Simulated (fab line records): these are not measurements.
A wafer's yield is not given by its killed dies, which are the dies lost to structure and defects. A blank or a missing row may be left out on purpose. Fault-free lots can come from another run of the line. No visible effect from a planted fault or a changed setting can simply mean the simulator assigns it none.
Which tool was responsible? || flow nand-harc || 6 lots, 18 wafers sampled, at 4 steps of a route of 1302

## WHAT THE GAUGES SHOWED, per wafer
NHARC_A_CHANNEL_HOLE_D1_CD_MEAS_30.
{"lot": "L325", "measured": "day 9 12:56", "on": "cd-sem-02", "cd-nm (nm)": "91.1 92.0 91.7"}
{"lot": "L329", "measured": "day 11 12:15", "on": "cd-sem-02", "cd-nm (nm)": "90.8 92.1 89.9"}
{"lot": "L337", "measured": "day 14 23:07", "on": "cd-sem-03", "cd-nm (nm)": "0.9 1.2 1.3 1.0 1.0 1.5"}
{"lot": "L340", "measured": "day 15 20:24", "on": "cd-sem-01", "cd-nm (nm)": "87.9 86.9 88.3"}
{"lot": "L344", "measured": "day 17 16:31", "on": "cd-sem-01", "cd-nm (nm)": "93.6 90.2 92.9"}
{"lot": "L346", "measured": "day 18 16:03", "on": "cd-sem-01", "cd-nm (nm)": "87.3 90.0 90.5"}

## EACH LOT AND THE TOOL THAT RAN IT (in order: tool; ch and the chambers of the sampled wafers; start)
{"lot": "L325", "NHARC_A_CHANNEL_HOLE_D1_DEP_01": "pecvd-01 ch 0,1,2, day 9 05:27", "NHARC_A_CHANNEL_HOLE_D1_DESCUM_15": "rie-diel-02 ch 0,1,2, day 9 06:14", "NHARC_A_CHANNEL_HOLE_D1_ETCH_21": "har-etch-02 ch 0,1, day 9 07:50"}
{"lot": "L329", "NHARC_A_CHANNEL_HOLE_D1_DEP_01": "pecvd-01 ch 0,1,2, day 11 04:27", "NHARC_A_CHANNEL_HOLE_D1_DESCUM_15": "rie-diel-02 ch 2,3, day 11 05:14", "NHARC_A_CHANNEL_HOLE_D1_ETCH_21": "har-etch-01 ch 0,1, day 11 07:18"}
{"lot": "L337", "NHARC_A_CHANNEL_HOLE_D1_DEP_01": "pecvd-01 ch 0,2, day 14 15:32", "NHARC_A_CHANNEL_HOLE_D1_DESCUM_15": "rie-diel-02 ch 0,1,3, day 14 16:25", "NHARC_A_CHANNEL_HOLE_D1_ETCH_21": "har-etch-01 ch 0,1, day 14 18:04"}
{"lot": "L340", "NHARC_A_CHANNEL_HOLE_D1_DEP_01": "pecvd-02 ch 1,2, day 15 09:49", "NHARC_A_CHANNEL_HOLE_D1_DESCUM_15": "rie-diel-02 ch 0,1,3, day 15 10:44", "NHARC_A_CHANNEL_HOLE_D1_ETCH_21": "har-etch-02 ch 0,1, day 15 15:18"}
{"lot": "L344", "NHARC_A_CHANNEL_HOLE_D1_DEP_01": "pecvd-03 ch 0,1,2, day 17 05:31", "NHARC_A_CHANNEL_HOLE_D1_DESCUM_15": "rie-diel-02 ch 1,2,3, day 17 06:25", "NHARC_A_CHANNEL_HOLE_D1_ETCH_21": "har-etch-01 ch 0,1, day 17 11:23"}
{"lot": "L346", "NHARC_A_CHANNEL_HOLE_D1_DEP_01": "pecvd-03 ch 0,1, day 18 06:33", "NHARC_A_CHANNEL_HOLE_D1_DESCUM_15": "rie-diel-02 ch 0,1,2, day 18 07:20", "NHARC_A_CHANNEL_HOLE_D1_ETCH_21": "har-etch-01 ch 0,1, day 18 10:56"}
- NHARC_A_CHANNEL_HOLE_D1_DEP_01: deposits SiON, target thk 140 nm.
- NHARC_A_CHANNEL_HOLE_D1_DESCUM_15: chemistry O2, time 3 s.
- NHARC_A_CHANNEL_HOLE_D1_ETCH_21: etches the open film in C4F8/O2/Ar, time 514.3 s, target depth 1600 nm.

## THE ANSWER, worked out from the rows above alone
Rule: usual is defined by the lots themselves. The widest of any qualifying gaps counts: lots, ordered by their means at a reading, are off when they make up no more than a third of the lots, leave a main group of 4 or more, and stand apart from it by 3 or more times the standard deviation of that group's means. A main group is skipped when, at the precision printed for the reading in the tables above, its means are all equal. Also off: a lot with no number at a reading for which 4 or more lots have one. The other lots that the step has rows for count as sound.
Off: L337 (NHARC_A_CHANNEL_HOLE_D1_CD_MEAS_30, cd-nm). Main group: mean 90.3 nm, sd 1.7.
A tool fits if, at a process step before that reading, it ran every lot that is off, and no sound lot after the first of them. Gauges at NHARC_A_CHANNEL_HOLE_D1_CD_MEAS_30: tried the same way as those tools. This does not decide it: 2 tools fit, namely pecvd-01 at NHARC_A_CHANNEL_HOLE_D1_DEP_01 and cd-sem-03 at NHARC_A_CHANNEL_HOLE_D1_CD_MEAS_30.

## WHAT WAS PUT IN BY THE SIMULATOR
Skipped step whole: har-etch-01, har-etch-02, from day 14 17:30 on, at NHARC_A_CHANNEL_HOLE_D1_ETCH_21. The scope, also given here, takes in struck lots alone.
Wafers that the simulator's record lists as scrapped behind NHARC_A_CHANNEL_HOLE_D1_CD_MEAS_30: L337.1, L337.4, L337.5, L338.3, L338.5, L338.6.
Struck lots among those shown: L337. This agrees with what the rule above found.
